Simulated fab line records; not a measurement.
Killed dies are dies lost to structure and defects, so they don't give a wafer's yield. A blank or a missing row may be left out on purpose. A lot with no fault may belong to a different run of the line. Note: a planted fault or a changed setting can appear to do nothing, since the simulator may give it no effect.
Which of the tools did it? ; flow n5_finfet ; 24 lots with 72 wafers sampled at 6 steps, on a route of 1938 steps

## WHAT THE GAUGES READ, wafer by wafer
Not one reading of a measure or inspect step in the record can be checked against a usual standard deviation.

## WHICH TOOL RAN EACH LOT (tool, then ch and the chambers of the sampled wafers, then the start)
lot;N5_BEOL_M4_STRIP_97;N5_BEOL_M4_SPUTTER_81;N5_BEOL_M4_ANNEAL_91;N5_BEOL_M4_SPUTTER_92;N5_BEOL_M4_CMP_52;N5_BEOL_M4_DEP_57
L075;rie_diel-06 ch 0,1,2, day 8 18:40 or earlier;pvd_sputter-03, day 8 18:40;pvd_sputter-03, day 8 19:24;pvd_sputter-03, day 8 19:32;cmp-03 ch 1,2,3, day 8 20:29;pecvd-02 ch 0,1,2, day 8 20:58
L074;rie_diel-01 ch 0,1,2, day 8 20:17 or earlier;pvd_sputter-01, day 8 20:17;pvd_sputter-01, day 8 21:02;pvd_sputter-01, day 8 21:10;cmp-02 ch 0,1,2, day 8 22:11;pecvd-02 ch 0,1, day 8 22:35
L076;rie_diel-01 ch 0,1,3, day 9 01:13 or earlier;pvd_sputter-03, day 9 01:13;pvd_sputter-03, day 9 01:57;pvd_sputter-03, day 9 02:05;cmp-03 ch 1,2,3, day 9 03:02;pecvd-02 ch 0,1, day 9 03:31
L077;rie_diel-01 ch 0,3, day 9 05:10 or earlier;pvd_sputter-01, day 9 05:10;pvd_sputter-01, day 9 05:55;pvd_sputter-01, day 9 06:03;cmp-03 ch 0,1, day 9 07:03;pecvd-04 ch 0,1,2, day 9 07:31
L079;rie_diel-05 ch 0,1,2, day 9 10:29 or earlier;pvd_sputter-01, day 9 10:29;pvd_sputter-01, day 9 11:14;pvd_sputter-01, day 9 11:22;cmp-04 ch 0,1,2, day 9 13:35;pecvd-03 ch 0,2, day 9 14:04
L078;rie_diel-01 ch 1,2,3, day 9 11:52 or earlier;pvd_sputter-03, day 9 11:52;pvd_sputter-03, day 9 12:37;pvd_sputter-03, day 9 12:45;cmp-04 ch 0,1, day 9 13:49;pecvd-03 ch 0,1, day 9 14:18
L080;rie_diel-06 ch 1,2,3, day 9 12:20 or earlier;pvd_sputter-01, day 9 12:20;pvd_sputter-01, day 9 13:04;pvd_sputter-01, day 9 13:13;cmp-04 ch 1,3, day 9 14:11;pecvd-04 ch 0,1, day 9 14:38
L082;rie_diel-01 ch 1,2, day 9 15:35 or earlier;pvd_sputter-02, day 9 15:35;pvd_sputter-02, day 9 16:20;pvd_sputter-02, day 9 16:28;cmp-02 ch 0,3, day 9 17:26;pecvd-02 ch 0,1,2, day 9 17:54
L081;rie_diel-05 ch 0,1, day 9 19:16 or earlier;pvd_sputter-02, day 9 19:16;pvd_sputter-02, day 9 20:01;pvd_sputter-02, day 9 20:09;cmp-02 ch 2,3, day 9 21:16;pecvd-02 ch 0,1, day 9 21:45
L083;rie_diel-01 ch 1,2, day 10 11:40 or earlier;pvd_sputter-02, day 10 11:40;pvd_sputter-02, day 10 12:24;pvd_sputter-02, day 10 12:32;cmp-02 ch 0,1, day 10 13:31;pecvd-03 ch 0,1,2, day 10 13:59
L085;rie_diel-06 ch 1,2,3, day 11 08:17 or earlier;pvd_sputter-03, day 11 08:17;pvd_sputter-03, day 11 09:01;pvd_sputter-03, day 11 09:10;cmp-04 ch 1,2, day 11 10:05;pecvd-03 ch 0,2, day 11 10:35
L084;rie_diel-01 ch 2,3, day 11 08:34 or earlier;pvd_sputter-02, day 11 08:34;pvd_sputter-02, day 11 09:19;pvd_sputter-02, day 11 09:27;cmp-02 ch 0,1,2, day 11 10:32;pecvd-02 ch 1,2, day 11 11:01
L086;rie_diel-06 ch 0,3, day 11 08:40 or earlier;pvd_sputter-01, day 11 08:40;pvd_sputter-01, day 11 09:25;pvd_sputter-01, day 11 09:33;cmp-04 ch 1,2,3, day 11 10:52;pecvd-04 ch 1,2, day 11 11:17
L087;rie_diel-05 ch 0,2,3, day 11 14:26 or earlier;pvd_sputter-02, day 11 14:26;pvd_sputter-02, day 11 15:10;pvd_sputter-02, day 11 15:19;cmp-02 ch 0,1,3, day 11 16:14;pecvd-02 ch 0,1,2, day 11 16:44
L089;rie_diel-06 ch 0,1, day 11 16:30 or earlier;pvd_sputter-03, day 11 16:30;pvd_sputter-03, day 11 17:14;pvd_sputter-03, day 11 17:23;cmp-02 ch 1,2,3, day 11 18:26;pecvd-02 ch 0,1,2, day 11 18:52
L088;rie_diel-05 ch 0,1,3, day 11 17:55 or earlier;pvd_sputter-01, day 11 17:55;pvd_sputter-01, day 11 18:39;pvd_sputter-01, day 11 18:47;cmp-02 ch 1,2,3, day 11 19:43;pecvd-03 ch 0,1, day 11 20:13
L091;rie_diel-01 ch 0,2,3, day 12 00:55 or earlier;pvd_sputter-01, day 12 00:55;pvd_sputter-01, day 12 01:40;pvd_sputter-01, day 12 01:48;cmp-03 ch 0,1,2, day 12 02:44;pecvd-02 ch 1,2, day 12 03:13
L090;rie_diel-05 ch 1,2,3, day 12 04:40 or earlier;pvd_sputter-02, day 12 04:40;pvd_sputter-02, day 12 05:24;pvd_sputter-02, day 12 05:32;cmp-02 ch 0,1,2, day 12 06:31;pecvd-02 ch 0,1,2, day 12 06:58
L093;rie_diel-01 ch 0,1,2, day 12 17:08 or earlier;pvd_sputter-03, day 12 17:08;pvd_sputter-03, day 12 17:53;pvd_sputter-03, day 12 18:01;cmp-03 ch 0,3, day 12 18:59;pecvd-02 ch 0,2, day 12 19:26
L092;rie_diel-01 ch 0,1,2, day 12 13:48 or earlier;pvd_sputter-01, day 12 13:48;pvd_sputter-01, day 12 14:32;pvd_sputter-01, day 12 14:41;cmp-03 ch 1,2,3, day 12 15:37;pecvd-04 ch 1,2, day 12 16:06
L094;rie_diel-06 ch 2,3, day 13 16:07 or earlier;pvd_sputter-01, day 13 16:07;pvd_sputter-01, day 13 16:52;pvd_sputter-01, day 13 17:00;cmp-02 ch 0,2, day 13 17:58;pecvd-04 ch 0,1,2, day 13 18:25
L095;rie_diel-01 ch 0,2,3, day 13 23:08 or earlier;pvd_sputter-01, day 13 23:08;pvd_sputter-01, day 13 23:53;pvd_sputter-01, day 14 00:01;cmp-03 ch 0,1, day 14 00:57;pecvd-04 ch 0,2, day 14 01:30
L097;rie_diel-06 ch 0,2,3, day 14 01:49 or earlier;pvd_sputter-03, day 14 01:49;pvd_sputter-03, day 14 02:33;pvd_sputter-03, day 14 02:41;cmp-03 ch 0,1,3, day 14 03:42;pecvd-04 ch 0,1, day 14 04:07
L096;rie_diel-05 ch 0,2, day 14 06:09 or earlier;pvd_sputter-03, day 14 06:09;pvd_sputter-03, day 14 06:53;pvd_sputter-03, day 14 07:02;cmp-02 ch 0,1,2, day 14 08:08;pecvd-04 ch 0,2, day 14 08:43
- N5_BEOL_M4_STRIP_97: strips in N2/H2, time 10 s.
- N5_BEOL_M4_SPUTTER_81: material Cu, target thk 4.5 nm, time 8.29 s.
- N5_BEOL_M4_ANNEAL_91: time 240 s.
- N5_BEOL_M4_SPUTTER_92: material Cu, target thk 4.5 nm, time 8.29 s.
- N5_BEOL_M4_CMP_52: polishes, stops on SiOC, t overpolish 6.8 s, target thk 40 nm.
- N5_BEOL_M4_DEP_57: deposits SiCN from 3MS/NH3, target thk 8 nm, time 14 s.

## AS READ BY THE TOOLS THEMSELVES (means over the sampled wafers that have a number; for cases with no such wafer, the mark the record gives instead)
N5_BEOL_M4_STRIP_97.
lot;tool;drypump_motor_current_A (A);oes_product_au (a.u.);rf_vpp_V (V);showerhead_plenum_p_Torr (Torr);throttle_valve_pct (%)
L075;rie_diel-06;5.6;0.76;59.3;2.55;23.84
L074;rie_diel-01;5.5;0.87;58.8;2.57;23.49
L076;rie_diel-01;5.7;0.79;59.6;2.57;23.59
L077;rie_diel-01;5.5;0.80;59.1;2.57;23.53
L079;rie_diel-05;5.8;0.84;58.7;2.50;23.66
L078;rie_diel-01;5.5;0.81;59.4;2.58;23.63
L080;rie_diel-06;5.5;0.84;59.0;2.56;23.65
L082;rie_diel-01;5.7;0.84;59.2;2.56;23.55
L081;rie_diel-05;5.8;0.83;58.5;2.54;23.64
L083;rie_diel-01;5.7;0.85;59.0;2.56;23.56
L085;rie_diel-06;5.5;0.81;58.5;2.55;23.67
L084;rie_diel-01;5.1;0.81;58.9;2.59;23.62
L086;rie_diel-06;5.2;0.86;59.6;2.57;23.72
L087;rie_diel-05;5.9;0.84;59.3;2.55;23.61
L089;rie_diel-06;5.9;0.70;58.4;2.44;23.99
L088;rie_diel-05;6.0;0.85;58.8;2.54;23.68
L091;rie_diel-01;5.3;0.78;60.0;2.58;23.59
L090;rie_diel-05;6.0;0.87;59.4;2.51;23.71
L093;rie_diel-01;5.5;0.83;60.2;2.55;23.52
L092;rie_diel-01;5.5;0.83;58.6;2.55;23.53
L094;rie_diel-06;5.2;0.83;59.8;2.64;23.58
L095;rie_diel-01;5.3;0.86;59.1;2.57;23.54
L097;rie_diel-06;5.3;0.79;59.9;2.59;23.77
L096;rie_diel-05;5.8;0.79;59.5;2.49;23.65

N5_BEOL_M4_SPUTTER_81.
lot;tool;throttle_valve_pct (%)
L075;pvd_sputter-03;30.9
L074;pvd_sputter-01;30.2
L076;pvd_sputter-03;30.9
L077;pvd_sputter-01;30.1
L079;pvd_sputter-01;30.0
L078;pvd_sputter-03;30.9
L080;pvd_sputter-01;30.1
L082;pvd_sputter-02;30.6
L081;pvd_sputter-02;31.6
L083;pvd_sputter-02;31.5
L085;pvd_sputter-03;31.1
L084;pvd_sputter-02;31.4
L086;pvd_sputter-01;29.9
L087;pvd_sputter-02;30.8
L089;pvd_sputter-03;31.0
L088;pvd_sputter-01;30.1
L091;pvd_sputter-01;30.2
L090;pvd_sputter-02;31.2
L093;pvd_sputter-03;30.8
L092;pvd_sputter-01;30.2
L094;pvd_sputter-01;30.1
L095;pvd_sputter-01;30.0
L097;pvd_sputter-03;31.3
L096;pvd_sputter-03;31.4

N5_BEOL_M4_ANNEAL_91.
lot;tool;heater_power_w (W)
L075;pvd_sputter-03;780
L074;pvd_sputter-01;815
L076;pvd_sputter-03;787
L077;pvd_sputter-01;757
L079;pvd_sputter-01;819
L078;pvd_sputter-03;792
L080;pvd_sputter-01;793
L082;pvd_sputter-02;734
L081;pvd_sputter-02;790
L083;pvd_sputter-02;784
L085;pvd_sputter-03;784
L084;pvd_sputter-02;724
L086;pvd_sputter-01;760
L087;pvd_sputter-02;733
L089;pvd_sputter-03;762
L088;pvd_sputter-01;769
L091;pvd_sputter-01;814
L090;pvd_sputter-02;793
L093;pvd_sputter-03;763
L092;pvd_sputter-01;784
L094;pvd_sputter-01;819
L095;pvd_sputter-01;789
L097;pvd_sputter-03;810
L096;pvd_sputter-03;813

N5_BEOL_M4_SPUTTER_92.
lot;tool;throttle_valve_pct (%)
L075;pvd_sputter-03;30.8
L074;pvd_sputter-01;30.1
L076;pvd_sputter-03;30.9
L077;pvd_sputter-01;30.3
L079;pvd_sputter-01;30.0
L078;pvd_sputter-03;30.8
L080;pvd_sputter-01;30.1
L082;pvd_sputter-02;30.7
L081;pvd_sputter-02;31.5
L083;pvd_sputter-02;31.5
L085;pvd_sputter-03;31.0
L084;pvd_sputter-02;31.4
L086;pvd_sputter-01;29.8
L087;pvd_sputter-02;30.9
L089;pvd_sputter-03;30.9
L088;pvd_sputter-01;30.1
L091;pvd_sputter-01;30.4
L090;pvd_sputter-02;31.1
L093;pvd_sputter-03;30.9
L092;pvd_sputter-01;30.0
L094;pvd_sputter-01;30.1
L095;pvd_sputter-01;29.9
L097;pvd_sputter-03;31.0
L096;pvd_sputter-03;31.3

N5_BEOL_M4_CMP_52.
lot;tool;barrier_field_endpoint_s (s);motor_current_A (A);overpolish_run_s (s);platen_rpm (rpm);time_to_endpoint_s (s)
L075;cmp-03;24.1;5.9;6.803;50.02;62
L074;cmp-02;25.3;5.2;6.806;49.94;66
L076;cmp-03;25.0;5.7;6.794;50.00;65
L077;cmp-03;25.6;5.2;6.802;50.00;64
L079;cmp-04;24.2;5.9;6.798;50.02;58
L078;cmp-04;24.2;6.2;6.800;49.98;60
L080;cmp-04;25.4;6.3;6.797;50.00;65
L082;cmp-02;26.3;5.7;6.802;49.98;66
L081;cmp-02;25.1;4.9;6.797;50.06;64
L083;cmp-02;25.3;5.5;6.809;49.99;65
L085;cmp-04;23.7;5.8;6.798;50.04;60
L084;cmp-02;25.1;5.5;6.795;50.00;66
L086;cmp-04;24.8;6.0;6.794;50.01;63
L087;cmp-02;25.4;5.6;6.800;50.02;66
L089;cmp-02;24.7;5.1;6.802;50.00;62
L088;cmp-02;25.2;5.1;6.797;50.00;65
L091;cmp-03;24.6;5.6;6.795;50.00;63
L090;cmp-02;25.0;5.2;6.801;50.02;64
L093;cmp-03;25.2;6.2;6.805;49.98;62
L092;cmp-03;25.2;5.7;6.795;49.99;62
L094;cmp-02;24.9;5.1;6.807;49.99;67
L095;cmp-03;25.0;5.6;6.806;50.02;62
L097;cmp-03;24.3;5.6;6.802;50.01;62
L096;cmp-02;24.5;5.4;6.798;49.97;62

N5_BEOL_M4_DEP_57.
lot;tool;showerhead_plenum_p_Torr (Torr);throttle_valve_pct (%)
L075;pecvd-02;3.664;8.9
L074;pecvd-02;3.663;9.1
L076;pecvd-02;3.663;9.0
L077;pecvd-04;3.671;8.8
L079;pecvd-03;3.668;9.2
L078;pecvd-03;3.674;9.2
L080;pecvd-04;3.679;9.0
L082;pecvd-02;3.663;8.7
L081;pecvd-02;3.667;9.4
L083;pecvd-03;3.678;9.1
L085;pecvd-03;3.662;8.8
L084;pecvd-02;3.677;9.1
L086;pecvd-04;3.673;8.8
L087;pecvd-02;3.668;8.8
L089;pecvd-02;3.662;8.7
L088;pecvd-03;3.679;9.2
L091;pecvd-02;3.663;8.5
L090;pecvd-02;3.664;8.7
L093;pecvd-02;3.664;8.3
L092;pecvd-04;3.680;8.7
L094;pecvd-04;3.675;8.7
L095;pecvd-04;3.673;8.4
L097;pecvd-04;3.672;9.3
L096;pecvd-04;3.668;9.0

## THE ANSWER, worked out from the rows above alone
Rule: the lots themselves supply what counts as usual. Put in order of their means at a reading, lots are off if they are a third of the lots or fewer, leave a main group of 4 or more, and stand apart from it by a gap of 3 or more times the standard deviation of the main group's means; of several such gaps the widest counts. The tables above print the reading to a certain number of digits; a main group whose means all agree to those digits is not used. Also off: a lot with no number at a reading for which 4 or more lots have one. The other lots that the step has rows for count as sound. First the gauges in route order, then the tools' own readings, where a lot's mean is used as printed above. At the first step where some lot is off, the reading lying furthest off is the one used; lots without a number count as furthest.
None of the lots is off at any reading shown; this tells nothing.

## WHAT THE SIMULATOR HAD PUT IN
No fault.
